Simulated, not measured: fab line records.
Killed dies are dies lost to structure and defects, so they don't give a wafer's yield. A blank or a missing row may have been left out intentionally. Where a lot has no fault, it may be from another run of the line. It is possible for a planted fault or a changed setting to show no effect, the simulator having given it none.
Lot-split experiment / flow n5 finfet / 7 lots, 39 wafers read, on a route of 1938 steps

ON THE SPLIT
At N5_FIN_SAQP_ETCH_52 (etches SOC in N2/H2, target depth 100 nm, overetch 20 nm, time 150 s), the setting source w was moved away from the recipe's 840 W on 12 of the 39 wafers read, by -18.2% to +11.3%. This setting was run at the recipe's value on the other wafers.

The reading is taken at the split's own step.

THE READING
rf vpp V, in V, at N5_FIN_SAQP_ETCH_52 (etches SOC in N2/H2, target depth 100 nm, overetch 20 nm, time 150 s). On this fab line, fault-free wafers typically give 522.9 V with a standard deviation of 2 V.

wafer=L075.1; tool, chamber at the split=rie diel-03, 0; source w as run, W=840; against the recipe=recipe; rf vpp V, V=523.1; against lot-mates on the recipe=-
wafer=L075.2; tool, chamber at the split=rie diel-03, 3; source w as run, W=840; against the recipe=recipe; rf vpp V, V=521.7; against lot-mates on the recipe=-
wafer=L075.3; tool, chamber at the split=rie diel-03, 2; source w as run, W=840; against the recipe=recipe; rf vpp V, V=522.5; against lot-mates on the recipe=-
wafer=L075.4; tool, chamber at the split=rie diel-03, 1; source w as run, W=840; against the recipe=recipe; rf vpp V, V=524.0; against lot-mates on the recipe=-
wafer=L075.5; tool, chamber at the split=rie diel-03, 0; source w as run, W=840; against the recipe=recipe; rf vpp V, V=522.6; against lot-mates on the recipe=-
wafer=L075.6; tool, chamber at the split=rie diel-03, 3; source w as run, W=840; against the recipe=recipe; rf vpp V, V=521.5; against lot-mates on the recipe=-
wafer=L076.1; tool, chamber at the split=rie diel-04, 3; source w as run, W=840; against the recipe=recipe; rf vpp V, V=525.6; against lot-mates on the recipe=-
wafer=L076.2; tool, chamber at the split=rie diel-04, 2; source w as run, W=935.1; against the recipe=+11.3%; rf vpp V, V=507.4; against lot-mates on the recipe=-15.3
wafer=L076.3; tool, chamber at the split=rie diel-04, 0; source w as run, W=840; against the recipe=recipe; rf vpp V, V=521.4; against lot-mates on the recipe=-
wafer=L076.4; tool, chamber at the split=rie diel-04, 2; source w as run, W=935.1; against the recipe=+11.3%; rf vpp V, V=507.7; against lot-mates on the recipe=-15.0
wafer=L076.5; tool, chamber at the split=rie diel-04, 0; source w as run, W=840; against the recipe=recipe; rf vpp V, V=521.0; against lot-mates on the recipe=-
wafer=L076.6; tool, chamber at the split=rie diel-04, 3; source w as run, W=935.1; against the recipe=+11.3%; rf vpp V, V=508.6; against lot-mates on the recipe=-14.1
wafer=L078.1; tool, chamber at the split=rie diel-03, 0; source w as run, W=687; against the recipe=-18.2%; rf vpp V, V=559.3; against lot-mates on the recipe=+36.3
wafer=L078.2; tool, chamber at the split=rie diel-03, 2; source w as run, W=840; against the recipe=recipe; rf vpp V, V=522.0; against lot-mates on the recipe=-
wafer=L078.3; tool, chamber at the split=rie diel-03, 1; source w as run, W=840; against the recipe=recipe; rf vpp V, V=524.0; against lot-mates on the recipe=-
wafer=L078.4; tool, chamber at the split=rie diel-03, 2; source w as run, W=687; against the recipe=-18.2%; rf vpp V, V=559.8; against lot-mates on the recipe=+36.8
wafer=L078.5; tool, chamber at the split=rie diel-03, 0; source w as run, W=840; against the recipe=recipe; rf vpp V, V=523.1; against lot-mates on the recipe=-
wafer=L078.6; tool, chamber at the split=rie diel-03, 1; source w as run, W=687; against the recipe=-18.2%; rf vpp V, V=558.6; against lot-mates on the recipe=+35.6
wafer=L084.1; tool, chamber at the split=rie diel-04, 3; source w as run, W=899.8; against the recipe=+7.1%; rf vpp V, V=514.9; against lot-mates on the recipe=-8.1
wafer=L084.2; tool, chamber at the split=rie diel-04, 1; source w as run, W=899.8; against the recipe=+7.1%; rf vpp V, V=511.0; against lot-mates on the recipe=-12.0
wafer=L084.3; tool, chamber at the split=rie diel-04, 2; source w as run, W=840; against the recipe=recipe; rf vpp V, V=525.4; against lot-mates on the recipe=-
wafer=L084.4; tool, chamber at the split=rie diel-04, 0; source w as run, W=840; against the recipe=recipe; rf vpp V, V=520.7; against lot-mates on the recipe=-
wafer=L084.5; tool, chamber at the split=rie diel-04, 1; source w as run, W=840; against the recipe=recipe; rf vpp V, V=522.9; against lot-mates on the recipe=-
wafer=L084.6; tool, chamber at the split=rie diel-04, 0; source w as run, W=899.8; against the recipe=+7.1%; rf vpp V, V=511.1; against lot-mates on the recipe=-11.9
wafer=L085.1; tool, chamber at the split=rie diel-02, 2; source w as run, W=840; against the recipe=recipe; rf vpp V, V=522.8; against lot-mates on the recipe=-
wafer=L085.2; tool, chamber at the split=rie diel-02, 0; source w as run, W=840; against the recipe=recipe; rf vpp V, V=525.7; against lot-mates on the recipe=-
wafer=L085.3; tool, chamber at the split=rie diel-02, 3; source w as run, W=733.6; against the recipe=-12.7%; rf vpp V, V=543.6; against lot-mates on the recipe=+18.7
wafer=L085.4; tool, chamber at the split=rie diel-02, 3; source w as run, W=733.6; against the recipe=-12.7%; rf vpp V, V=546.0; against lot-mates on the recipe=+21.1
wafer=L085.5; tool, chamber at the split=rie diel-02, 0; source w as run, W=840; against the recipe=recipe; rf vpp V, V=526.3; against lot-mates on the recipe=-
wafer=L085.6; tool, chamber at the split=rie diel-02, 2; source w as run, W=733.6; against the recipe=-12.7%; rf vpp V, V=544.8; against lot-mates on the recipe=+19.9
wafer=L089.1; tool, chamber at the split=rie diel-02, 3; source w as run, W=840; against the recipe=recipe; rf vpp V, V=519.8; against lot-mates on the recipe=-
wafer=L089.2; tool, chamber at the split=rie diel-02, 0; source w as run, W=840; against the recipe=recipe; rf vpp V, V=525.2; against lot-mates on the recipe=-
wafer=L089.3; tool, chamber at the split=rie diel-02, 1; source w as run, W=840; against the recipe=recipe; rf vpp V, V=524.0; against lot-mates on the recipe=-
wafer=L089.4; tool, chamber at the split=rie diel-02, 2; source w as run, W=840; against the recipe=recipe; rf vpp V, V=523.5; against lot-mates on the recipe=-
wafer=L089.5; tool, chamber at the split=rie diel-02, 3; source w as run, W=840; against the recipe=recipe; rf vpp V, V=521.0; against lot-mates on the recipe=-
wafer=L089.6; tool, chamber at the split=rie diel-02, 2; source w as run, W=840; against the recipe=recipe; rf vpp V, V=523.3; against lot-mates on the recipe=-
wafer=L096.2; tool, chamber at the split=rie diel-03, 0; source w as run, W=840; against the recipe=recipe; rf vpp V, V=523.0; against lot-mates on the recipe=-
wafer=L096.4; tool, chamber at the split=rie diel-03, 0; source w as run, W=840; against the recipe=recipe; rf vpp V, V=523.2; against lot-mates on the recipe=-
wafer=L096.6; tool, chamber at the split=rie diel-03, 2; source w as run, W=840; against the recipe=recipe; rf vpp V, V=522.9; against lot-mates on the recipe=-

FIT RESULTS
A straight line over all 39 wafers: rf vpp V changes by -1.75 V for each +1% of source w; r = -0.98; the points scatter about the line by 2.3 V.
The same after taking each lot's own level away (the mean of its wafers on the recipe; 39 wafers): -1.71 V for each +1%; r = -0.98; scatter 2.4 V.
The reading moves by 31 V for the largest change in source w, on that fit.
From 522.57 to 524.93 V: that is the span of the lots' own levels, equal to 1.2 times the standard deviation above.
Hence the lot-to-lot level has little effect on the slope; both slopes agree.
Check: with one of the wafers moved furthest among these (-18.2%) left out of the fit, the line predicts +30.9 V for it against its lot-mates. Against them it came out at +36.3 V.
Tool readings at the split's step, against how far the setting was moved: rf vpp V r = -0.98.

THE FILE'S OWN FIT
rf vpp V changes by -1.72 V for each +1% of source w, r = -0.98.
